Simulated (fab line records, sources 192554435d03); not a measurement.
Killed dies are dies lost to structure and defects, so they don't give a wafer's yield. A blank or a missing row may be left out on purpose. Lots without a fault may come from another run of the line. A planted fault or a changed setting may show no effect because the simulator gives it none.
fab line records | flow n5_finfet
record lots=6 wafers=17 last_day=19
route steps=1938 shown BEOL_M2@870 BEOL_M4@1111
lots that met no fault: from a run of the same line without faults
start_h: hours from the record's first day to the start of the lot's first wafer shown | wait_h: hours since the lot's step before | " the same as in the row above | L1.1+2: a row that stands for several wafers | - no value, or no start given | * or withheld: withheld | < > ~ a bound
route shown NAME@n: a module of which the file shows steps, and the number in the route of the first | usual: mean/standard deviation of fault-free wafers | same: alike in all rows | chamber/n: place in a boat | sites: the reading at each site | _std_site: their standard deviation | _edge_site: outer sites' mean less inner sites' | radius_mm: how far each site lies from the wafer's centre | mask NAME#n: copy n | behind: the tool/chamber that last shaped the wafer | hold: why the lot was held/for how many hours/how that ended | device: the transistor (n, p or np) that didn't switch | end of line: the same wafers' tests at the end of the route | a step without rows: its recipe alone | killed: dies lost to structure and defects at the first sort, not the wafer's yield | map: a wafer's dies, x killed, . not, _ none there
set.NAME: the setting as run; set.NAME@STEP: as run at that earlier step | model.NAME: the simulator's own value behind a step, which no gauge read
lots at some steps of the route; a table a step, a row a wafer
services: from which hour (start_h, from the record's first day; less than 0 if before it) a tool's chamber was out of use, for how many hours, and why
## steps
# step N5_BEOL_M2_COAT_22
# recipe resist=CAR-EUV spin_rpm=1500 resist_thk_nm=30
# step N5_BEOL_M2_EBR_24
# recipe solvent=PGMEA ebr_width_mm=1.5
# step N5_BEOL_M2_SOFTBAKE_23
# recipe temp_c=110 time_s=60 resist=CAR-EUV
# step N5_BEOL_M2_EXPOSE_25
# recipe mask_id=V1 na=0.33 source_shape=quasar sigma_inner=0.2 sigma_outer=0.8 polarization=unpolarized defocus_nm=5 dose_mj=63
# step N5_BEOL_M2_PEB_26
# recipe peb_temp_c=100 peb_time_s=60 resist=CAR-EUV
# step N5_BEOL_M2_DEVELOP_27
# recipe develop_time_s=30 developer=TMAH resist=CAR-EUV rinse_liquid=surfactant_rinse dry=air_spin dev_temp_c=23
# step N5_BEOL_M2_CD_MEAS_28
# recipe target_cd_nm=26.2 landing_energy_ev=500 detector=se_inlens target_cd_y_nm=24.1 polarity=opening
# usual cd_nm=26.19/0.25
# columns lot.wafer tool chamber start_h wait_h cd_nm
L147.1 cd_sem-03 0 157.29 - 26.28
L147.5 " 0 " " 25.93
L147.6 " 0 " " 25.66
L148.2 cd_sem-01 0 160.62 - 26.08
L148.3 " 0 " " 26.15
L148.6 " 0 " " 26.03
L156.3 cd_sem-03 0 197.45 - 26.60
L156.4 " 0 " " 26.21
L156.5 " 0 " " 26.52
L158.2 cd_sem-01 0 221.94 - 26.11
L158.4 " 0 " " 26.23
L162.2 cd_sem-02 0 250.82 - 25.74
L162.5 " 0 " " 26.29
L162.6 " 0 " " 25.84
L168.4 cd_sem-01 0 276.44 - 26.38
L168.5 " 0 " " 26.22
L168.6 " 0 " " 25.94
# step N5_BEOL_M2_OVL_MEAS_29
# recipe points_per_wafer=522
# usual V1_OVL=0.3/0.72
# columns lot.wafer tool chamber start_h wait_h V1_OVL[nm]
L147.1 overlay-02 0 157.32 0.0 -0.4
L147.5 " 0 " " 1.0
L147.6 " 0 " " 0.2
L148.2 overlay-02 0 160.66 0.0 0.1
L148.3 " 0 " " 0.9
L148.6 " 0 " " -0.4
L156.3 overlay-02 0 197.49 0.0 0.6
L156.4 " 0 " " -0.1
L156.5 " 0 " " 1.5
L158.2 overlay-02 0 221.98 0.0 0.4
L158.4 " 0 " " 0.8
L162.2 overlay-01 0 250.85 0.0 0.0
L162.5 " 0 " " 1.5
L162.6 " 0 " " 0.3
L168.4 overlay-01 0 276.48 0.0 0.5
L168.5 " 0 " " 0.5
L168.6 " 0 " " 0.5
# step N5_BEOL_M2_INSPECT_30
# recipe mode=adi inspect_instrument=brightfield
# usual raw_defect_count=416/95
# columns lot.wafer tool chamber start_h wait_h raw_defect_count
L147.1 defect_inspect-02 - 157.38 0.1 376
L147.5 " - " " 380
L147.6 " - " " 439
L148.2 defect_inspect-02 - 160.71 0.0 456
L148.3 " - " " 444
L148.6 " - " " 377
L156.3 defect_inspect-02 - 197.54 0.0 374
L156.4 " - " " 464
L156.5 " - " " 562
L158.2 defect_inspect-01 - 222.03 0.0 404
L158.4 " - " " 465
L162.2 defect_inspect-01 - 250.91 0.0 379
L162.5 " - " " 260
L162.6 " - " " 395
L168.4 defect_inspect-02 - 276.52 0.0 757
L168.5 " - " " 765
L168.6 " - " " 423
# step N5_BEOL_M2_DESCUM_33
# recipe chemistry=O2 time_s=7 source_power_w=50 bias_power_w=20 pressure_mtorr=20 rf_frequency_hz=2.712e+07 temp_c=40 resist=CAR-EUV o2_flow_sccm=225
# usual drypump_motor_current_A=5.8/0.5 oes_product_au=0.75/0.094 rf_vpp_V=243.3/1.5 showerhead_plenum_p_Torr=2.11/0.085 throttle_valve_pct=20.4/0.31
# columns lot.wafer tool chamber start_h wait_h drypump_motor_current_A oes_product_au rf_hours_counter_h rf_vpp_V showerhead_plenum_p_Torr throttle_valve_pct
L147.1 rie_diel-06 1 157.70 0.3 5.2 0.70 189 243.3 2.19 20.5
L147.5 " 3 " " 6.7 0.71 - 244.8 2.14 20.3
L147.6 " 2 " " 6.2 0.69 - 242.9 2.18 20.6
L148.2 rie_diel-06 1 160.92 0.2 5.2 0.70 191 245.2 2.19 20.5
L148.3 " 3 " " 6.8 0.72 215 243.3 2.14 20.2
L148.6 " 1 " " 5.2 0.70 - 243.3 2.19 20.5
L156.3 rie_diel-02 1 197.57 0.0 5.5 0.71 216 243.0 2.08 20.9
L156.4 " 0 " " 6.1 0.92 20 245.8 2.24 19.9
L156.5 " 2 " " 5.2 0.68 - 241.7 2.06 20.4
L158.2 rie_diel-02 3 222.06 0.0 6.3 0.72 196 241.8 1.99 20.2
L158.4 " 0 " " 6.1 0.92 - 245.5 2.23 19.9
L162.2 rie_diel-06 0 251.38 0.5 5.9 0.72 211 243.8 2.14 20.5
L162.5 " 2 " " 6.2 0.67 - 244.4 2.17 20.6
L162.6 " 1 " " 5.2 0.67 - 244.3 2.18 20.6
L168.4 rie_diel-03 2 276.56 0.0 5.6 0.70 212 240.4 1.98 20.4
L168.5 " 0 " " 4.9 0.88 - 242.9 2.05 20.1
L168.6 " 1 " " 5.9 0.73 - 244.3 2.18 21.0
# step N5_BEOL_M2_ETCH_77
# recipe chemistry=N2/H2 target=underlayer target_depth_a=65 mask_material=CAR-EUV time_s=5.2 ion_energy_ev=200 pressure_mtorr=30 source_w=840 bias_w=150 n2_flow_sccm=200 h2_flow_sccm=200 ends=cleared
# usual drypump_motor_current_A=5.9/0.49 etch_rf_on_time_s=5.19/0.13 oes_product_au=0.64/0.082 rf_vpp_V=524.2/3 showerhead_plenum_p_Torr=2.56/0.098 throttle_valve_pct=17.9/0.35
# columns lot.wafer tool chamber start_h wait_h drypump_motor_current_A etch_rf_on_time_s oes_product_au rf_hours_counter_h rf_vpp_V showerhead_plenum_p_Torr throttle_valve_pct
L147.1 rie_diel-06 1 157.74 0.0 5.2 5.05 0.61 189 527.2 2.63 17.8
L147.5 " 3 " " 6.8 5.25 0.60 - 524.9 2.62 17.8
L147.6 " 2 " " 6.1 5.21 0.60 - 525.8 2.63 18.0
L148.2 rie_diel-06 1 160.96 0.0 5.2 5.09 0.60 191 527.0 2.62 17.8
L148.3 " 3 " " 6.8 5.36 0.59 215 525.6 2.62 17.9
L148.6 " 1 " " 5.2 5.08 0.60 - 525.8 2.63 17.7
L156.3 rie_diel-02 1 197.60 0.0 5.5 5.30 0.60 216 522.2 2.53 18.3
L156.4 " 0 " " 6.1 4.94 0.80 20 526.0 2.71 17.2
L156.5 " 2 " " 5.2 5.13 0.58 - 524.1 2.48 17.9
L158.2 rie_diel-02 3 222.10 0.0 6.3 5.14 0.60 196 519.5 2.43 17.7
L158.4 " 0 " " 6.1 5.08 0.76 - 529.8 2.70 17.2
L162.2 rie_diel-06 0 251.41 0.0 5.9 5.16 0.61 211 525.2 2.62 18.1
L162.5 " 2 " " 6.2 5.31 0.57 - 526.2 2.62 18.1
L162.6 " 1 " " 5.2 5.06 0.59 - 527.6 2.61 17.8
L168.4 rie_diel-03 2 276.59 0.0 5.6 5.34 0.59 212 519.5 2.41 17.9
L168.5 " 0 " " 4.8 4.99 0.76 - 524.0 2.49 17.5
L168.6 " 1 " " 5.9 4.99 0.65 - 526.9 2.63 18.5
# step N5_BEOL_M2_ETCH_69
# recipe chemistry=CF4 target=SiARC target_depth_a=156 mask_material=CAR-EUV time_s=26 ion_energy_ev=80 pressure_mtorr=40 source_w=545 bias_w=36 Ar_flow_sccm=100 cf4_flow_sccm=100 ends=cleared
# usual drypump_motor_current_A=5.8/0.49 etch_rf_on_time_s=25.9/0.63 oes_product_au=0.64/0.082 rf_vpp_V=184.1/1.3 showerhead_plenum_p_Torr=2.15/0.078 throttle_valve_pct=15.6/0.31
# columns lot.wafer tool chamber start_h wait_h drypump_motor_current_A etch_rf_on_time_s oes_product_au rf_hours_counter_h rf_vpp_V showerhead_plenum_p_Torr throttle_valve_pct
L147.1 rie_diel-06 1 157.75 0.0 5.2 25.2 0.61 189 185.9 2.22 15.7
L147.5 " 3 " " 6.8 26.5 0.60 - 185.0 2.22 15.7
L147.6 " 2 " " 6.2 26.6 0.59 - 183.9 2.19 15.6
L148.2 rie_diel-06 1 160.97 0.0 5.2 25.8 0.60 191 186.2 2.22 15.7
L148.3 " 3 " " 6.8 27.1 0.60 215 186.0 2.22 15.7
L148.6 " 1 " " 5.2 25.6 0.60 - 184.7 2.22 15.7
L156.3 rie_diel-02 1 197.62 0.0 5.5 26.4 0.61 216 183.6 2.11 16.0
L156.4 " 0 " " 6.1 24.7 0.81 20 184.9 2.27 15.0
L156.5 " 2 " " 5.2 25.4 0.58 - 184.3 2.12 15.8
L158.2 rie_diel-02 3 222.12 0.0 6.3 25.8 0.62 196 183.6 2.04 15.4
L158.4 " 0 " " 6.1 24.9 0.79 - 186.1 2.27 15.0
L162.2 rie_diel-06 0 251.43 0.0 5.9 26.2 0.61 211 183.9 2.20 15.8
L162.5 " 2 " " 6.1 26.8 0.56 - 185.8 2.18 15.7
L162.6 " 1 " " 5.2 25.6 0.59 - 184.6 2.21 15.7
L168.4 rie_diel-03 2 276.61 0.0 5.6 26.5 0.59 212 183.4 2.04 15.7
L168.5 " 0 " " 4.9 24.8 0.77 - 183.8 2.11 15.3
L168.6 " 1 " " 5.9 25.2 0.64 - 183.6 2.21 16.1
# step N5_BEOL_M2_ALD_98
# recipe material=SiO2 target_thk_a=25 temp_c=100 ald_precursor_family=BDEAS ald_co_reactant=O2-plasma pulse_time_s=1 co_reactant_pulse_time_s=1 purge_time_s=2 co_reactant_purge_time_s=2 ald_cycles=17 pressure_torr=2
# usual ald_cycles=17/0 heater_power_w=80/7.5 precursor_pulse_height_rel=0.999/0.02
# same pulse_time_s=1
# columns lot.wafer tool chamber start_h wait_h ald_cycles heater_power_w precursor_pulse_height_rel since_wet_clean_h model.SiO2_of_BEOL_M2_ALD_98.thk_nm
L147.1 ald_sin-01 1 158.06 0.3 17 90 0.967 150 2.4
L147.5 " 0 " " 17 80 0.990 - 2.4
L147.6 " 2 " " 17 79 1.030 - 2.4
L148.2 ald_sin-03 3 161.05 0.1 17 72 1.002 258 2.4
L148.3 " 2 " " 17 88 1.028 258 2.6
L148.6 " 1 " " 17 85 0.979 - 2.6
L156.3 ald_sin-01 1 197.70 0.1 17 91 1.045 190 2.6
L156.4 " 3 " " 10 70 1.022 190 1.4
L156.5 " 2 " " 17 80 0.967 - 2.4
L158.2 ald_sin-01 2 222.26 0.1 10 83 0.975 215 1.4
L158.4 " 0 " " 10 79 1.001 215 1.4
L162.2 ald_sin-03 3 251.51 0.1 17 74 0.961 348 2.4
L162.5 " 1 " " 17 83 0.986 - 2.6
L162.6 " 0 " " 17 66 1.028 - 2.4
L168.4 ald_sin-04 1 276.79 0.1 17 88 1.012 178 2.6
L168.5 " 3 " " 17 69 1.001 - 2.4
L168.6 " 0 " " 17 76 1.002 - 2.6
# step N5_BEOL_M2_ETCHBACK_99
# recipe chemistry=CHF3 target=SiO2 target_depth_a=50 time_s=10.4 source_w=215 bias_w=47 Ar_flow_sccm=200 CHF3_flow_sccm=12 ion_energy_ev=100 pressure_mtorr=30
# usual CHF3_flow_sccm=12.00/0.036 drypump_motor_current_A=5.8/0.49 oes_product_au=0.76/0.095 rf_vpp_V=240/4.7 showerhead_plenum_p_Torr=2.15/0.095 throttle_valve_pct=17.0/0.31
# columns lot.wafer tool chamber start_h wait_h CHF3_flow_sccm drypump_motor_current_A oes_product_au rf_hours_counter_h rf_vpp_V showerhead_plenum_p_Torr throttle_valve_pct
L147.1 rie_diel-02 1 169.56 11.4 11.99 5.5 0.72 207 238 2.12 17.4
L147.5 " 0 " " 12.00 6.1 0.96 - 244 2.30 16.5
L147.6 " 1 " " 11.99 5.5 0.72 - 238 2.12 17.4
L148.2 rie_diel-06 2 174.56 13.5 12.06 6.2 0.68 218 246 2.20 17.1
L148.3 " 0 " " 12.05 5.9 0.73 185 250 2.21 17.1
L148.6 " 0 " " 12.01 5.9 0.74 - 252 2.21 17.1
L156.3 rie_diel-02 2 199.61 1.9 11.97 5.2 0.68 247 241 2.13 17.2
L156.4 " 3 " " 12.04 6.4 0.72 186 237 2.05 16.8
L156.5 " 3 " " 12.00 6.3 0.72 - 237 2.05 16.8
L158.2 rie_diel-06 2 247.66 25.4 11.97 6.2 0.66 239 245 2.19 17.1
L158.4 " 0 " " 11.93 5.9 0.72 209 249 2.20 17.1
L162.2 rie_diel-06 3 254.64 3.1 12.02 6.8 0.69 245 243 2.22 17.2
L162.5 " 2 " " 11.96 6.1 0.66 - 245 2.19 17.1
L162.6 " 3 " " 12.00 6.8 0.68 - 244 2.22 17.1
L168.4 rie_diel-03 0 282.92 6.1 11.96 4.8 0.88 38 239 2.11 16.7
L168.5 " 1 " " 12.02 5.9 0.74 - 240 2.23 17.6
L168.6 " 2 " " 11.99 5.6 0.69 - 231 2.02 17.0
# step N5_BEOL_M4_RC_MEAS_101
# usual DIBL_N=36.3/1.6 DIBL_P=36.4/2.1 IOFF_N=0.16/0.032 IOFF_P=0.22/0.044 ION_N=675/12 ION_P=463/8.3 SS_N=71.6/0.64 SS_P=73.3/0.67 VT_N=250/3.3 VT_P=-250/3.7
# columns lot.wafer tool chamber start_h wait_h DIBL_N[mV/V] DIBL_P[mV/V] IOFF_N[nA/um] IOFF_P[nA/um] ION_N[uA/um] ION_P[uA/um] SS_N[mV/dec] SS_P[mV/dec] VT_N[mV] VT_P[mV]
L147.1 prober-01 0 221.23 0.0 38.5 39.6 0.22 0.27 675 463 72.4 73.7 247 -250
L147.5 " 0 " " 35.5 35.8 0.16 0.21 669 457 71.7 72.8 247 -248
L147.6 " 0 " " 35.7 35.4 0.14 0.19 666 463 71.6 73.0 251 -249
L148.2 prober-01 0 227.55 0.2 36.0 36.3 0.17 0.22 677 463 72.1 73.3 249 -250
L148.3 " 0 " " 34.7 34.8 0.14 0.20 658 457 70.6 73.0 251 -252
L148.6 " 0 " " 37.1 37.8 0.19 0.25 683 473 72.3 73.5 248 -247
L156.3 prober-02 0 257.31 0.3 34.0 34.5 0.13 0.16 660 454 70.5 73.1 253 -255
L156.4 " 0 " " 38.1 38.6 0.21 0.22 677 456 71.4 73.3 247 -252
L156.5 " 0 " " 35.2 34.8 0.14 0.17 674 455 70.7 73.0 253 -255
L158.2 prober-02 0 287.15 0.2 33.6 32.0 0.12 0.19 662 463 70.6 72.5 254 -250
L158.4 " 0 " " 34.8 35.0 0.15 0.23 677 465 71.1 72.6 249 -247
L162.2 prober-02 0 306.26 0.9 34.9 36.5 0.16 0.22 686 473 71.5 73.9 248 -252
L162.5 " 0 " " 33.3 33.8 0.12 0.18 653 452 71.9 72.8 255 -253
L162.6 " 0 " " 33.3 33.3 0.12 0.18 662 456 70.7 73.7 254 -251
L168.4 prober-02 0 351.32 0.5 38.6 37.5 0.16 0.21 666 452 72.7 73.7 254 -253
L168.5 " 0 " " 37.3 37.4 0.15 0.22 668 458 71.8 73.0 251 -251
L168.6 " 0 " " 36.7 34.2 0.13 0.17 665 452 71.3 72.2 257 -254
## services
# columns tool chamber start_h hours kind
rie_diel-03 0 163.82 - clean
rie_diel-02 2 187.41 4.7 repair
ald_sin-03 2 191.18 3.0 repair
rie_diel-06 2 204.99 5.7 repair
rie_diel-02 0 209.63 4.7 repair
rie_diel-02 2 215.22 8.0 repair
rie_diel-02 2 223.32 - clean
rie_diel-02 2 223.32 - consumable_replace:focus_ring
rie_diel-02 2 223.32 17.2 scheduled_down
rie_diel-02 2 223.32 17.2 vent_cycle
rie_diel-03 2 232.24 9.5 repair
rie_diel-06 - 234.94 0.5 repair
rie_diel-03 3 245.80 5.4 repair
ald_sin-04 2 248.89 8.2 repair
ald_sin-03 0 252.23 4.6 repair
ald_sin-03 - 268.25 14.0 pm
rie_diel-06 3 268.66 - clean
rie_diel-06 3 268.66 - consumable_replace:focus_ring
rie_diel-06 3 268.66 20.6 scheduled_down
rie_diel-06 3 268.66 20.6 vent_cycle
rie_diel-02 1 279.22 - clean
rie_diel-02 1 279.22 - consumable_replace:focus_ring
rie_diel-02 1 279.22 16.4 scheduled_down
rie_diel-02 1 279.22 16.4 vent_cycle
## key
first_sign step=N5_BEOL_M2_ALD_98 reading=ald_cycles direction=down sigmas=99+ usual=* struck=*
effect none on later readings
model_effect step=N5_BEOL_M2_ALD_98 value=SiO2_of_BEOL_M2_ALD_98.thk_nm without=2.467 struck=1.4
met_at N5_BEOL_M2_ALD_98
struck_wafers L156.4,L158.2,L158.4
onset_between 158.06 197.70
fault kind=process_parameter_drift tool=ald_sin-01 chamber=- onset_h=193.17 steps=N5_BEOL_M2_ALD_98 channel=ald_cycles offset=* shape=step end_h=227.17 scope=struck_wafers_only acts_in=* stated=*
